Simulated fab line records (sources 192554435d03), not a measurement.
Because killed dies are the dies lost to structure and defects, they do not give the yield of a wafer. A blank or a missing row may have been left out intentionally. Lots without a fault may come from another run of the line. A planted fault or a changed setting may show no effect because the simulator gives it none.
fab line records ; flow n5Finfet
record lots=7; wafers=21
route steps=1938 shown FIN_SAQP@96 SD_EPI_N@288 SD_ACTIVATION@330 ILD0@338
startH: hours from the record's opening day to when the first of the lot's shown wafers began ; waitH: hours elapsed since this lot's preceding step ; " identical to the entry in the row above ; L1.1+2: one row covering several wafers at once ; - value missing, or start not given ; * or withheld: withheld ; < > ~ a bound
route shown NAME@n: names a module that has steps shown in the file, with the first one's number in the route ; usual: the fault-free wafers' mean and standard deviation ; same: alike in all rows ; chamber/n: place in a boat ; sites: each site's reading ; _std_site: the values' standard deviation ; _edge_site: inner sites' mean taken away from outer sites' mean ; radiusMm: how far each site lies from the wafer's centre ; mask NAME#n: copy n ; behind: the most recent tool/chamber to have shaped the wafer ; hold: why the lot went on hold/how many hours it stayed there/how the hold came to an end ; device: transistor that didn't switch, given as n, p or np ; end of line: the same wafers' tests at the end of the route ; where a step has no rows: the recipe by itself ; killed: at the first sort, the dies lost to defects and structure; wafer yield is something else ; map: per-die view of a wafer (x killed, . not killed, _ where there is no die)
set.NAME: the run value of the setting; set.NAME@STEP: its run value at that earlier step ; model.NAME: the simulator's own value behind a step, which no gauge read
lots where settings were altered on purpose, with a table for each step and a row for each wafer
## steps
# step N5_FIN_SAQP_HM_DEP_03
# recipe material=SiNx; targetThkA=380; tempC=400; precursor=SiH4/NH3/N2; pressureTorr=1.5; rfW=300; timeS=33.6
lot.wafer;tool;chamber;startH;waitH;set.timeS;model.SiNx_of_FIN_SAQP_HM_DEP_03.thkNm
L074.2;pecvd-01;0;21.54;0.2;33.6;37.77
L074.3;pecvd-01;2;21.54;0.2;33.6;37.61
L074.5;pecvd-01;1;21.54;0.2;30.88;34.91
L082.2;pecvd-04;0;72.02;0.2;30.89;34.18
L082.4;pecvd-04;0;72.02;0.2;30.89;34.93
L082.6;pecvd-04;1;72.02;0.2;33.6;37.83
L083.2;pecvd-01;0;75.56;0.2;33.6;37.53
L083.4;pecvd-01;2;75.56;0.2;33.6;37.77
L083.6;pecvd-01;1;75.56;0.2;33.6;37.78
L087.2;pecvd-03;0;99.12;0.2;33.6;36.69
L087.5;pecvd-03;1;99.12;0.2;33.6;38.65
L087.6;pecvd-03;2;99.12;0.2;28.59;31.85
L089.3;pecvd-03;1;110.45;0.2;33.6;39.13
L089.4;pecvd-03;0;110.45;0.2;33.6;37.58
L089.5;pecvd-03;0;110.45;0.2;33.6;37.34
L091.2;pecvd-04;0;123.78;0.2;33.6;38.03
L091.3;pecvd-04;1;123.78;0.2;30.3;34.27
L091.4;pecvd-04;0;123.78;0.2;33.6;39.02
L095.1;pecvd-01;2;147.18;0.2;33.6;38.19
L095.5;pecvd-01;0;147.18;0.2;33.6;38.79
L095.6;pecvd-01;1;147.18;0.2;37.21;42.24
# step N5_FIN_SAQP_THK_MEAS_05
# usual thkNm=37.9/0.62
lot.wafer;tool;chamber;startH;waitH;set.timeS@FIN_SAQP_HM_DEP_03;thkNm
L074.2;filmMetro-02;-;21.63;0.1;33.6;37.9
L074.3;filmMetro-02;-;21.63;0.1;33.6;37.6
L074.5;filmMetro-02;-;21.63;0.1;30.88;35.0
L082.2;filmMetro-01;-;72.13;0.1;30.89;34.2
L082.4;filmMetro-01;-;72.13;0.1;30.89;34.9
L082.6;filmMetro-01;-;72.13;0.1;33.6;37.9
L083.2;filmMetro-01;-;75.65;0.1;33.6;37.6
L083.4;filmMetro-01;-;75.65;0.1;33.6;37.8
L083.6;filmMetro-01;-;75.65;0.1;33.6;37.8
L087.2;filmMetro-02;-;99.21;0.1;33.6;36.6
L087.5;filmMetro-02;-;99.21;0.1;33.6;38.7
L087.6;filmMetro-02;-;99.21;0.1;28.59;31.8
L089.3;filmMetro-01;-;110.54;0.1;33.6;39.1
L089.4;filmMetro-01;-;110.54;0.1;33.6;37.6
L089.5;filmMetro-01;-;110.54;0.1;33.6;37.4
L091.2;filmMetro-01;-;123.87;0.1;33.6;38.0
L091.3;filmMetro-01;-;123.87;0.1;30.3;34.3
L091.4;filmMetro-01;-;123.87;0.1;33.6;39.0
L095.1;filmMetro-01;-;147.26;0.1;33.6;38.2
L095.5;filmMetro-01;-;147.26;0.1;33.6;38.7
L095.6;filmMetro-01;-;147.26;0.1;37.21;42.2
# step N5_FIN_SAQP_PECVD_06
# recipe material=a-Si; targetThkA=600; tempC=400; precursor=SiH4/He; pressureTorr=3; rfW=100; timeS=48.1
lot.wafer;tool;chamber;startH;waitH;set.timeS;model.a-Si_of_FIN_SAQP_PECVD_06.thkNm
L074.2;pecvd-03;1;21.75;0.0;48.1;60.01
L074.3;pecvd-03;0;21.75;0.0;50.4;62.05
L074.5;pecvd-03;1;21.75;0.0;50.4;64.26
L082.2;pecvd-03;2;72.25;0.0;45.11;55.28
L082.4;pecvd-03;1;72.25;0.0;48.1;60.29
L082.6;pecvd-03;2;72.25;0.0;45.11;55.75
L083.2;pecvd-03;1;75.76;0.0;45.47;56.38
L083.4;pecvd-03;0;75.76;0.0;48.1;59.15
L083.6;pecvd-03;2;75.76;0.0;48.1;60.34
L087.2;pecvd-04;2;99.33;0.0;48.1;60.92
L087.5;pecvd-04;0;99.33;0.0;54.44;67.74
L087.6;pecvd-04;1;99.33;0.0;48.1;61.63
L089.3;pecvd-03;0;110.73;0.0;48.1;59.4
L089.4;pecvd-03;1;110.73;0.0;48.1;60.97
L089.5;pecvd-03;0;110.73;0.0;48.1;59.93
L091.2;pecvd-03;0;123.98;0.0;55.3;68.52
L091.3;pecvd-03;1;123.98;0.0;48.1;60.11
L091.4;pecvd-03;1;123.98;0.0;48.1;60.83
L095.1;pecvd-03;2;147.38;0.0;48.1;59.47
L095.5;pecvd-03;0;147.38;0.0;42.69;52.74
L095.6;pecvd-03;1;147.38;0.0;48.1;60.35
# step N5_FIN_SAQP_THK_MEAS_07
# usual thkNm=60.2/1
lot.wafer;tool;chamber;startH;waitH;set.timeS@FIN_SAQP_PECVD_06;thkNm
L074.2;filmMetro-01;-;21.83;0.1;48.1;60.0
L074.3;filmMetro-01;-;21.83;0.1;50.4;62.0
L074.5;filmMetro-01;-;21.83;0.1;50.4;64.3
L082.2;filmMetro-02;-;72.34;0.1;45.11;55.3
L082.4;filmMetro-02;-;72.34;0.1;48.1;60.3
L082.6;filmMetro-02;-;72.34;0.1;45.11;55.7
L083.2;filmMetro-01;-;75.85;0.1;45.47;56.4
L083.4;filmMetro-01;-;75.85;0.1;48.1;59.1
L083.6;filmMetro-01;-;75.85;0.1;48.1;60.3
L087.2;filmMetro-01;-;99.42;0.1;48.1;60.9
L087.5;filmMetro-01;-;99.42;0.1;54.44;67.8
L087.6;filmMetro-01;-;99.42;0.1;48.1;61.7
L089.3;filmMetro-02;-;110.82;0.1;48.1;59.4
L089.4;filmMetro-02;-;110.82;0.1;48.1;61.0
L089.5;filmMetro-02;-;110.82;0.1;48.1;59.9
L091.2;filmMetro-02;-;124.07;0.1;55.3;68.5
L091.3;filmMetro-02;-;124.07;0.1;48.1;60.1
L091.4;filmMetro-02;-;124.07;0.1;48.1;60.8
L095.1;filmMetro-02;-;147.47;0.1;48.1;59.5
L095.5;filmMetro-02;-;147.47;0.1;42.69;52.8
L095.6;filmMetro-02;-;147.47;0.1;48.1;60.3
# step N5_FIN_SAQP_HM_DEP_72
# recipe material=SiO2; targetThkA=120; tempC=400; precursor=SiH4/N2O; pressureTorr=0.75; rfW=275; timeS=7.2
# step N5_FIN_SAQP_COAT_49
# recipe resist=SOC; tempC=250; timeS=60; spinRpm=1500; resistThkNm=100
# step N5_FIN_SAQP_HM_OPEN_73
# recipe chemistry=CHF3/O2; target=SiO2; stopOn=a-Si; targetDepthA=120; overEtchFrac=1.8; maskMaterial=SOC; timeS=16.8; pressureMtorr=30; sourceW=650; biasW=170; Ar_flow_sccm=200; CHF3_flow_sccm=50; O2_flow_sccm=5; ionEnergyEv=200; ends=endPoint
# step N5_FIN_SAQP_STRIP_74
# recipe chemistry=CHF3/O2; resist=SiARC; rfFrequencyHz=6e+07
# step N5_FIN_SAQP_MANDREL_ETCH_22
# recipe targetDepthA=600; chemistry=HBr/Cl2; target=a-Si; stopOn=SiNx; btTimeS=10; overEtchFrac=0.5; timeS=30; pressureMtorr=10; icpW=800; biasW=75; HBr_flow_sccm=150; Cl2_flow_sccm=80; ends=endPoint
# usual oesProductAu=0.766/0.013
lot.wafer;tool;chamber;startH;waitH;set.timeS@FIN_SAQP_PECVD_06;oesProductAu;model.etch.depthNm
L074.2;rieSi-06;3;23.07;0.0;48.1;0.775;60.01
L074.3;rieSi-06;2;23.07;0.0;50.4;0.769;62.05
L074.5;rieSi-06;2;23.07;0.0;50.4;0.767;64.23
L082.2;rieSi-01;1;73.57;0.0;45.11;0.734;55.16
L082.4;rieSi-01;2;73.57;0.0;48.1;0.768;60.29
L082.6;rieSi-01;0;73.57;0.0;45.11;0.739;55.63
L083.2;rieSi-01;1;76.77;0.0;45.47;0.750;56.38
L083.4;rieSi-01;3;76.77;0.0;48.1;0.749;59.15
L083.6;rieSi-01;2;76.77;0.0;48.1;0.762;60.31
L087.2;rieSi-01;2;100.39;0.0;48.1;0.783;60.86
L087.5;rieSi-01;1;100.39;0.0;54.44;0.832;67.71
L087.6;rieSi-01;0;100.39;0.0;48.1;0.783;61.57
L089.3;rieSi-06;1;113.24;0.0;48.1;0.754;59.4
L089.4;rieSi-06;2;113.24;0.0;48.1;0.756;60.94
L089.5;rieSi-06;3;113.24;0.0;48.1;0.777;59.93
L091.2;rieSi-04;2;124.94;0.0;55.3;0.829;68.52
L091.3;rieSi-04;3;124.94;0.0;48.1;0.791;60.08
L091.4;rieSi-04;1;124.94;0.0;48.1;0.768;60.83
L095.1;rieSi-01;2;148.35;0.0;48.1;0.754;59.47
L095.5;rieSi-01;1;148.35;0.0;42.69;0.718;52.56
L095.6;rieSi-01;2;148.35;0.0;48.1;0.768;60.35
# step N5_FIN_SAQP_STRIP_55
# recipe chemistry=N2/H2; powerW=500; tempC=40; pressureMtorr=50; rfFrequencyHz=6e+07; overashFraction=0.3; biasPowerW=28; h2Frac=0.5; n2FlowSccm=300; h2FlowSccm=300
# step N5_FIN_SAQP_STRIP_23
# recipe chemistry=SPM; timeS=750; tempC=130; h2so4H2o2VolRatio=4
# step N5_FIN_SAQP_SRD_66
# recipe dry=ipaMarangoni; timeS=30; tempC=23; rinseLiquid=diw
# step N5_FIN_SAQP_RECESS_75
# recipe chemistry=HF/NH3; target=SiO2; targetDepthA=144; afsCycles=3; tempC=30; sublimationTempC=180; sublimationTimeS=60
# step N5_FIN_SAQP_SPACER1_ALD_24
# recipe material=SiO2; targetThkA=203; tempC=300; aldPrecursorFamily=BDEAS; aldCoReactant=O2-plasma; pulseTimeS=1; purgeTimeS=2; coReactantPurgeTimeS=2; aldCycles=218; pressureTorr=2
lot.wafer;tool;chamber;startH;waitH;set.timeS@FIN_SAQP_PECVD_06;model.a-Si_of_FIN_SAQP_PECVD_06.thkNm
L074.2;aldSin-03;3;23.92;0.3;48.1;59.8
L074.3;aldSin-03;2;23.92;0.3;50.4;61.8
L074.5;aldSin-03;2;23.92;0.3;50.4;64
L082.2;aldSin-02;3;75.13;0.7;45.11;55
L082.4;aldSin-02;1;75.13;0.7;48.1;60.2
L082.6;aldSin-02;3;75.13;0.7;45.11;55.4
L083.2;aldSin-02;2;78.51;1.1;45.47;56.2
L083.4;aldSin-02;1;78.51;1.1;48.1;59
L083.6;aldSin-02;2;78.51;1.1;48.1;60.2
L087.2;aldSin-04;1;101.32;0.3;48.1;60.6
L087.5;aldSin-04;2;101.32;0.3;54.44;67.6
L087.6;aldSin-04;1;101.32;0.3;48.1;61.4
L089.3;aldSin-04;0;114.20;0.1;48.1;59.2
L089.4;aldSin-04;2;114.20;0.1;48.1;60.8
L089.5;aldSin-04;1;114.20;0.1;48.1;59.8
L091.2;aldSin-03;0;125.75;0.3;55.3;68.4
L091.3;aldSin-03;3;125.75;0.3;48.1;59.8
L091.4;aldSin-03;1;125.75;0.3;48.1;60.6
L095.1;aldSin-02;3;149.51;0.5;48.1;59.2
L095.5;aldSin-02;1;149.51;0.5;42.69;52.4
L095.6;aldSin-02;0;149.51;0.5;48.1;60.2
# step N5_FIN_SAQP_SPACER1_ETCHBACK_25
# recipe chemistry=CHF3/O2; mode=anisotropicEtchback; target=SiO2; targetDepthA=244; timeS=12.2; pressureMtorr=30; sourceW=650; biasW=170; Ar_flow_sccm=200; CHF3_flow_sccm=50; O2_flow_sccm=5; ionEnergyEv=200
# step N5_FIN_SAQP_MANDREL1_REMOVE_56
# recipe chemistry=HBr/Cl2/O2; btTimeS=10; target=a-Si; stopOn=SiNx; endpoint=OES-SiCl; overEtchFrac=1; icpW=600; biasW=22; HBr_flow_sccm=150; Cl2_flow_sccm=80; O2_flow_sccm=5; pressureMtorr=10
# step N5_FIN_SAQP_ETCH_57
# recipe chemistry=CH3F/O2; target=SiNx; maskMaterial=SiO2; targetDepthA=325; timeS=46.4; pressureMtorr=30; sourceW=395; biasW=73; Ar_flow_sccm=150; CH3F_flow_sccm=30; O2_flow_sccm=20; ionEnergyEv=120; ends=cleared
# step N5_FIN_SAQP_ETCH_65
# recipe chemistry=CF4; target=SiO2; targetDepthA=40; ionEnergyEv=350; timeS=4.4; pressureMtorr=10; icpW=800; biasW=400; cf4FlowSccm=80
# step N5_FIN_SAQP_MANDREL_ETCH_58
# recipe chemistry=HBr/Cl2; target=a-Si; targetDepthA=450; btTimeS=10; stopOn=SiNx; maskMaterial=SiO2; overEtchFrac=0.8; timeS=27; pressureMtorr=10; icpW=800; biasW=75; HBr_flow_sccm=150; Cl2_flow_sccm=80; ends=endPoint
lot.wafer;tool;chamber;startH;waitH;set.timeS@FIN_SAQP_HM_DEP_03;model.SiNx_of_FIN_SAQP_HM_DEP_03.thkNm
L074.2;rieSi-06;0;25.03;0.0;33.6;37.6
L074.3;rieSi-06;1;25.03;0.0;33.6;37.4
L074.5;rieSi-06;0;25.03;0.0;30.88;34.8
L082.2;rieSi-06;1;76.37;0.0;30.89;33.8
L082.4;rieSi-06;3;76.37;0.0;30.89;34.8
L082.6;rieSi-06;0;76.37;0.0;33.6;37.6
L083.2;rieSi-01;1;79.72;0.0;33.6;37.53
L083.4;rieSi-01;2;79.72;0.0;33.6;37.8
L083.6;rieSi-01;0;79.72;0.0;33.6;37.78
L087.2;rieSi-01;0;102.42;0.0;33.6;36.69
L087.5;rieSi-01;3;102.42;0.0;33.6;38.6
L087.6;rieSi-01;0;102.42;0.0;28.59;31.85
L089.3;rieSi-01;1;115.39;0.0;33.6;39.13
L089.4;rieSi-01;2;115.39;0.0;33.6;37.6
L089.5;rieSi-01;1;115.39;0.0;33.6;37.34
L091.2;rieSi-04;1;127.00;0.0;33.6;38.03
L091.3;rieSi-04;3;127.00;0.0;30.3;34.2
L091.4;rieSi-04;0;127.00;0.0;33.6;38.8
L095.1;rieSi-06;3;150.66;0.0;33.6;38
L095.5;rieSi-06;3;150.66;0.0;33.6;38.6
L095.6;rieSi-06;0;150.66;0.0;37.21;42
# step N5_FIN_SAQP_RECESS_63
# recipe chemistry=HF/NH3; target=SiO2; targetDepthA=180; afsCycles=3; tempC=30; sublimationTempC=180; sublimationTimeS=60
# step N5_FIN_SAQP_COAT_68
# recipe resist=SOC; tempC=250; timeS=60; spinRpm=1500; resistThkNm=100
# step N5_FIN_SAQP_MANDREL2_REMOVE_60
# recipe chemistry=HBr/Cl2/O2; btTimeS=10; target=a-Si; stopOn=SiNx; endpoint=OES-SiCl; overEtchFrac=1; icpW=600; biasW=22; HBr_flow_sccm=150; Cl2_flow_sccm=80; O2_flow_sccm=5; pressureMtorr=10
# step N5_FIN_SAQP_HM_OPEN_33
# recipe chemistry=CH3F/O2; target=SiNx; maskMaterial=SiO2; targetDepthA=494; timeS=70.6; pressureMtorr=30; sourceW=395; biasW=73; Ar_flow_sccm=150; CH3F_flow_sccm=30; O2_flow_sccm=20; ionEnergyEv=120; ends=cleared
# usual etchRfOnTimeS=68.4/1.9
lot.wafer;tool;chamber;startH;waitH;set.timeS@FIN_SAQP_HM_DEP_03;etchRfOnTimeS;model.etch.depthNm
L074.2;rieDiel-06;1;26.59;0.0;33.6;68.7;36.96
L074.3;rieDiel-06;2;26.59;0.0;33.6;65.1;36.68
L074.5;rieDiel-06;3;26.59;0.0;30.88;65.1;34.1
L082.2;rieDiel-01;2;78.31;0.0;30.89;59.0;33.25
L082.4;rieDiel-01;0;78.31;0.0;30.89;63.6;34.18
L082.6;rieDiel-01;0;78.31;0.0;33.6;69.1;37.01
L083.2;rieDiel-05;3;81.39;0.2;33.6;65.7;36.91
L083.4;rieDiel-05;1;81.39;0.2;33.6;66.6;37.12
L083.6;rieDiel-05;0;81.39;0.2;33.6;67.9;37.15
L087.2;rieDiel-05;3;103.84;0.0;33.6;65.5;36.06
L087.5;rieDiel-05;1;103.84;0.0;33.6;67.6;38.02
L087.6;rieDiel-05;0;103.84;0.0;28.59;56.7;31.22
L089.3;rieDiel-05;1;116.88;0.1;33.6;68.1;38.5
L089.4;rieDiel-05;0;116.88;0.1;33.6;67.2;36.93
L089.5;rieDiel-05;3;116.88;0.1;33.6;66.0;36.72
L091.2;rieDiel-06;0;128.40;0.0;33.6;67.0;37.41
L091.3;rieDiel-06;3;128.40;0.0;30.3;62.9;33.62
L091.4;rieDiel-06;2;128.40;0.0;33.6;67.5;38.2
L095.1;rieDiel-01;3;152.09;0.0;33.6;70.5;37.44
L095.5;rieDiel-01;2;152.09;0.0;33.6;67.8;38.04
L095.6;rieDiel-01;1;152.09;0.0;37.21;79.0;41.42
# step N5_FIN_SAQP_FIN_ETCH_36
# recipe chemistry=HBr/Cl2/O2; targetDepthA=1200; maskMaterial=SiNx; timeS=50.4; biasW=102; pressureMtorr=10; icpW=800; HBr_flow_sccm=150; Cl2_flow_sccm=80; O2_flow_sccm=12
lot.wafer;tool;chamber;startH;waitH;set.icpW;set.timeS@FIN_SAQP_HM_DEP_03;model.SiNx_of_FIN_SAQP_HM_DEP_03.thkNm
L074.2;rieSi-06;2;26.87;0.0;800;33.6;20.8
L074.3;rieSi-06;0;26.87;0.0;659.3;33.6;20.4
L074.5;rieSi-06;0;26.87;0.0;659.3;30.88;17.8
L082.2;rieSi-01;3;78.60;0.0;800;30.89;17.4
L082.4;rieSi-01;0;78.60;0.0;938.6;30.89;16.8
L082.6;rieSi-01;2;78.60;0.0;800;33.6;21
L083.2;rieSi-04;1;81.69;0.0;800;33.6;20.8
L083.4;rieSi-04;3;81.69;0.0;800;33.6;21.2
L083.6;rieSi-04;2;81.69;0.0;800;33.6;21.4
L087.2;rieSi-06;1;104.13;0.0;800;33.6;19.4
L087.5;rieSi-06;1;104.13;0.0;800;33.6;21.6
L087.6;rieSi-06;2;104.13;0.0;800;28.59;15
L089.3;rieSi-04;1;117.16;0.0;800;33.6;22.2
L089.4+5;rieSi-04;2;117.16;0.0;800;33.6;21.2
L091.2;rieSi-06;2;128.69;0.0;800;33.6;21.4
L091.3;rieSi-06;3;128.69;0.0;844.7;30.3;17.4
L091.4;rieSi-06;0;128.69;0.0;800;33.6;21.2
L095.1;rieSi-06;0;152.37;0.0;800;33.6;20.6
L095.5;rieSi-06;1;152.37;0.0;800;33.6;21.4
L095.6;rieSi-06;2;152.37;0.0;727.7;37.21;25.6
# step N5_SD_EPI_N_EPI_21
# recipe material=Si:P; dopant=P; tempC=680; pressureTorr=255; timeS=690
lot.wafer;tool;chamber;startH;waitH;set.timeS;model.Si-P_of_SD_EPI_N_EPI_21.thkNm
L074.2+5;epiRpcvd-03;0;51.15;0.7;788.9;64.4
L074.3;epiRpcvd-03;0;51.15;0.7;690;58.4
L082.2;epiRpcvd-02;0;104.46;0.5;690;60.2
L082.4;epiRpcvd-02;0;104.46;0.5;690;59.6
L082.6;epiRpcvd-02;0;104.46;0.5;815.4;67.8
L083.2+6;epiRpcvd-04;0;106.80;0.4;690;59.2
L083.4;epiRpcvd-04;0;106.80;0.4;589.3;52.8
L087.2;epiRpcvd-02;0;128.57;0.4;605.8;54.6
L087.5+6;epiRpcvd-02;0;128.57;0.4;605.8;54
L089.3+4+5;epiRpcvd-03;0;141.64;0.7;690;58.4
L091.2;epiRpcvd-03;0;152.63;0.4;690;60.2
L091.3;epiRpcvd-03;0;152.63;0.4;690;59
L091.4;epiRpcvd-03;0;152.63;0.4;690;59.8
L095.1;epiRpcvd-04;0;185.91;0.1;628.1;55.2
L095.5;epiRpcvd-04;0;187.03;1.1;690;58.8
L095.6;epiRpcvd-04;0;187.03;1.1;690;58.6
# step N5_SD_EPI_N_EPI_MEAS_23
# recipe mode=xrd
# usual thkNm=59.2/1
lot.wafer;tool;chamber;startH;waitH;set.timeS@SD_EPI_N_EPI_21;thkNm
L074.2;filmMetro-01;-;53.68;2.0;788.9;65.2
L074.3;filmMetro-01;-;53.68;2.0;690;58.5
L074.5;filmMetro-01;-;53.68;2.0;788.9;63.0
L082.2;filmMetro-02;-;106.36;1.5;690;58.8
L082.4;filmMetro-02;-;106.36;1.5;690;58.7
L082.6;filmMetro-02;-;106.36;1.5;815.4;69.5
L083.2;filmMetro-01;-;108.26;1.2;690;60.2
L083.4;filmMetro-01;-;108.26;1.2;589.3;52.2
L083.6;filmMetro-01;-;108.26;1.2;690;59.3
L087.2;filmMetro-01;-;130.02;1.2;605.8;53.1
L087.5;filmMetro-01;-;130.02;1.2;605.8;54.2
L087.6;filmMetro-01;-;130.02;1.2;605.8;53.2
L089.3;filmMetro-01;-;142.80;0.9;690;58.3
L089.4;filmMetro-01;-;142.80;0.9;690;58.5
L089.5;filmMetro-01;-;142.80;0.9;690;57.7
L091.2;filmMetro-02;-;154.07;1.2;690;60.3
L091.3;filmMetro-02;-;154.07;1.2;690;59.0
L091.4;filmMetro-02;-;154.07;1.2;690;59.1
L095.1;filmMetro-02;-;187.63;1.5;628.1;56.5
L095.5;filmMetro-02;-;187.63;1.5;690;60.0
L095.6;filmMetro-02;-;187.63;1.5;690;58.0
# step N5_SD_EPI_N_PRECLEAN_24
# recipe chemistry=O3/DIW; timeS=60; tempC=22; o3Ppm=10
lot.wafer;tool;chamber;startH;waitH;set.timeS@SD_EPI_N_EPI_21;model.Si-P_of_SD_EPI_N_EPI_21.thkNm
L074.2;wetBench-02;2;53.71;0.0;788.9;64
L074.3;wetBench-02;0;53.71;0.0;690;58
L074.5;wetBench-02;4;53.71;0.0;788.9;63.8
L082.2;wetBench-05;6;106.40;0.0;690;59.6
L082.4;wetBench-05;3;106.40;0.0;690;59.2
L082.6;wetBench-05;7;106.40;0.0;815.4;67.4
L083.2+6;wetBench-05;3,2;108.29;0.0;690;58.8
L083.4;wetBench-05;0;108.29;0.0;589.3;52.6
L087.2;wetBench-01;3;130.06;0.0;605.8;54.2
L087.5+6;wetBench-01;5,7;130.06;0.0;605.8;53.6
L089.3+4+5;wetBench-01;1,7,2;142.83;0.0;690;58
L091.2;wetBench-05;7;154.11;0.0;690;59.8
L091.3;wetBench-05;2;154.11;0.0;690;58.6
L091.4;wetBench-05;3;154.11;0.0;690;59.4
L095.1;wetBench-01;4;187.67;0.0;628.1;54.8
L095.5;wetBench-01;6;187.67;0.0;690;58.4
L095.6;wetBench-01;7;187.67;0.0;690;58.2
# step N5_SD_EPI_N_SRD_25
# recipe timeS=30; tempC=23; rinseLiquid=diw; dry=ipaMarangoni
# step N5_SD_EPI_N_PRECLEAN_49
# recipe chemistry=NF3:NH3; afsCycles=1; tempC=30; timeS=20; sublimationTempC=180; sublimationTimeS=60; pressureTorr=3; rfPowerW=30
# step N5_SD_ACTIVATION_RTA_00
# recipe tempC=975; timeS=0; ambient=N2; idleTempC=600; rampUpCPerS=150; rampDownCPerS=60; coolToC=600
# step N5_SD_ACTIVATION_LSA_01
# recipe tempC=1080; timeS=0.0008; ambient=N2
# step N5_SD_ACTIVATION_RS_MEAS_03
# recipe thkMeasGauge=four-point-probe
# usual RS_SD_N=21.84/0.27; RS_SD_P=55.5/0.85
lot.wafer;tool;chamber;startH;waitH;set.timeS@SD_EPI_N_EPI_21;RS_SD_N[ohm/sq];RS_SD_P[ohm/sq]
L074.2;filmMetro-02;-;60.42;0.2;788.9;20.25;55.7
L074.3;filmMetro-02;-;60.42;0.2;690;22.10;56.2
L074.5;filmMetro-02;-;60.42;0.2;788.9;20.27;56.1
L082.2;filmMetro-01;-;112.81;0.2;690;21.56;55.0
L082.4;filmMetro-01;-;112.81;0.2;690;21.51;54.3
L082.6;filmMetro-01;-;112.81;0.2;815.4;18.87;54.5
L083.2;filmMetro-02;-;114.08;0.2;690;21.94;55.2
L083.4;filmMetro-02;-;114.08;0.2;589.3;24.66;54.9
L083.6;filmMetro-02;-;114.08;0.2;690;22.12;54.4
L087.2;filmMetro-01;-;136.07;0.2;605.8;23.64;54.5
L087.5;filmMetro-01;-;136.07;0.2;605.8;23.90;55.5
L087.6;filmMetro-01;-;136.07;0.2;605.8;23.96;54.3
L089.3;filmMetro-02;-;148.79;0.2;690;21.98;55.0
L089.4;filmMetro-02;-;148.79;0.2;690;22.01;55.2
L089.5;filmMetro-02;-;148.79;0.2;690;22.18;55.2
L091.2;filmMetro-01;-;159.32;0.2;690;21.47;54.0
L091.3;filmMetro-01;-;159.32;0.2;690;21.77;54.0
L091.4;filmMetro-01;-;159.32;0.2;690;21.49;54.2
L095.1;filmMetro-02;-;192.93;0.2;628.1;23.42;57.0
L095.5;filmMetro-02;-;192.93;0.2;690;21.86;56.3
L095.6;filmMetro-02;-;192.93;0.2;690;22.04;57.2
# step N5_ILD0_CMP_03
# recipe stopOn=SiNx; tOverpolishS=1.9; postCmpClean=alkalineBrush; downForcePsi=4.1491; platenRpm=51.796; padVelocityMS=1.0306; targetThkNm=197.38
# usual timeToEndpointS=74/3.6
lot.wafer;tool;chamber;startH;waitH;set.downForcePsi;timeToEndpointS
L074.2;cmp-02;1;63.24;0.1;4.1491;72
L074.3;cmp-02;2;63.24;0.1;4.1491;72
L074.5;cmp-02;0;63.24;0.1;4.1491;74
L082.2;cmp-01;0;115.51;0.0;4.1491;75
L082.4;cmp-01;2;115.51;0.0;4.1491;80
L082.6;cmp-01;0;115.51;0.0;4.1491;76
L083.2;cmp-02;2;116.78;0.0;4.1491;71
L083.4;cmp-02;1;116.78;0.0;4.1491;77
L083.6;cmp-02;3;116.78;0.0;4.1491;73
L087.2;cmp-02;3;139.40;0.1;4.1491;71
L087.5;cmp-02;1;139.40;0.1;4.1491;76
L087.6;cmp-02;2;139.40;0.1;4.1491;75
L089.3;cmp-02;0;151.57;0.0;4.1491;75
L089.4;cmp-02;2;151.57;0.0;4.1491;72
L089.5;cmp-02;0;151.57;0.0;4.1491;73
L091.4;cmp-01;2;162.10;0.0;3.227;105
L091.2;cmp-01;3;162.10;0.0;4.1491;78
L091.3;cmp-01;0;162.10;0.0;3.227;100
L095.1;cmp-01;1;196.09;0.1;4.1491;79
L095.5;cmp-01;3;196.09;0.1;3.606;88
L095.6;cmp-01;0;196.09;0.1;3.606;84
## key
split step=N5_FIN_SAQP_HM_DEP_03; setting=timeS; stated=33.6; by=wafer
response step=N5_FIN_SAQP_HM_DEP_03; reading=model.SiNx_of_FIN_SAQP_HM_DEP_03.thkNm; change=+0.386; per=1%; r=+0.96
response step=N5_FIN_SAQP_THK_MEAS_05; reading=thkNm; change=*; per=1%; r=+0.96
response step=N5_FIN_SAQP_MANDREL_ETCH_58; reading=model.SiNx_of_FIN_SAQP_HM_DEP_03.thkNm; change=+0.383; per=1%; r=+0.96
response step=N5_FIN_SAQP_HM_OPEN_33; reading=etchRfOnTimeS; change=*; per=1%; r=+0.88
response step=N5_FIN_SAQP_HM_OPEN_33; reading=model.etch.depthNm; change=+0.383; per=1%; r=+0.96
response step=N5_FIN_SAQP_FIN_ETCH_36; reading=model.SiNx_of_FIN_SAQP_HM_DEP_03.thkNm; change=+0.396; per=1%; r=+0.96
split step=N5_FIN_SAQP_PECVD_06; setting=timeS; stated=48.1; by=wafer
response step=N5_FIN_SAQP_PECVD_06; reading=model.a-Si_of_FIN_SAQP_PECVD_06.thkNm; change=+0.568; per=1%; r=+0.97
response step=N5_FIN_SAQP_THK_MEAS_07; reading=thkNm; change=*; per=1%; r=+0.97
response step=N5_FIN_SAQP_MANDREL_ETCH_22; reading=oesProductAu; change=+0.00337; per=1%; r=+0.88
response step=N5_FIN_SAQP_MANDREL_ETCH_22; reading=model.etch.depthNm; change=+0.573; per=1%; r=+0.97
response step=N5_FIN_SAQP_SPACER1_ALD_24; reading=model.a-Si_of_FIN_SAQP_PECVD_06.thkNm; change=+0.579; per=1%; r=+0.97
split step=N5_FIN_SAQP_FIN_ETCH_36; setting=icpW; stated=800; by=wafer
response none clear
split step=N5_SD_EPI_N_EPI_21; setting=timeS; stated=690; by=wafer
response step=N5_SD_EPI_N_EPI_21; reading=model.Si-P_of_SD_EPI_N_EPI_21.thkNm; change=+0.427; per=1%; r=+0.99
response step=N5_SD_EPI_N_EPI_MEAS_23; reading=thkNm; change=*; per=1%; r=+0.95
response step=N5_SD_EPI_N_PRECLEAN_24; reading=model.Si-P_of_SD_EPI_N_EPI_21.thkNm; change=+0.424; per=1%; r=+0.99
response step=N5_SD_ACTIVATION_RS_MEAS_03; reading=RS_SD_N; change=-0.152; per=1%; r=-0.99
split step=N5_ILD0_CMP_03; setting=downForcePsi; stated=4.1491; by=wafer
response step=N5_ILD0_CMP_03; reading=timeToEndpointS; change=*; per=1%; r=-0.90
